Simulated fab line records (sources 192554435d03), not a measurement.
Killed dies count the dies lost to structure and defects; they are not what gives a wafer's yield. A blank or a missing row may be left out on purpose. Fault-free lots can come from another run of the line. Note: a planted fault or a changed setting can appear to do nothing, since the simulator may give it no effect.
Matching of chambers -- flow n5Finfet -- N5_FIN_SAQP_ALD_61 on aldSin-04: 4 sister chambers
The step deposits SiO2, target thk 4 nm, pulse time 1 s, purge time 2 s. 18 wafers are shown with their chamber, then 9 later ones without.

WAFERS, EACH WITH ITS CHAMBER
wafer,chamber,heaterPowerW (W),precursorPulseHeightRel
L076.1,0,529,0.994
L076.4,2,479,1.033
L076.5,1,557,1.011
L081.1,1,553,1.013
L081.2,0,529,1.041
L081.5,0,535,1.008
L084.2,3,462,1.005
L084.3,0,528,1.015
L084.4,1,553,1.015
L085.1,0,539,0.999
L085.2,1,551,0.987
L085.5,0,523,1.001
L086.2,1,545,1.019
L086.3,2,483,0.976
L086.5,3,466,1.002
L088.2,0,525,0.976
L088.4,1,548,1.003
L088.5,1,546,1.000

SIGNATURES, as means of the wafers listed above
reading,chamber 0,chamber 1,chamber 2,chamber 3,scatter within a chamber
heaterPowerW,529.71,550.43,481.00,464.00,4.73
precursorPulseHeightRel,1.00486,1.00686,1.00450,1.00350,0.0185
Rule: a wafer's distance from a chamber is the root of the sum, over the readings, of the square of ((its reading less the chamber's mean) divided by the reading's scatter). The wafer belongs to the nearest chamber; if the next one is less than 2 further off, it can't be placed. The scatter is the square root of a quotient: the sum, over the shown wafers, of each reading's squared deviation from its chamber's mean, divided by wafers minus chambers.

WAFERS WHOSE CHAMBER IS MISSING
wafer,heaterPowerW (W),precursorPulseHeightRel
L094.2,531,1.015
L094.4,558,0.991
L094.5,489,0.984
L095.3,490,1.028
L095.5,484,1.005
L095.6,560,0.968
L096.1,480,1.008
L096.4,565,1.008
L096.5,471,1.006

WHICH CHAMBER EACH WENT THROUGH
wafer,from the rows above,in truth
L094.2,0,0
L094.4,1,1
L094.5,2,2
L095.3,2,2
L095.5,2,2
L095.6,1,1
L096.1,2,2
L096.4,1,1
L096.5,can't be placed: 3 or 2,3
Correctly placed: 8 of 9. Not placeable from these rows: 1 (in 1, the candidates include the true chamber). Number placed wrongly: 0.
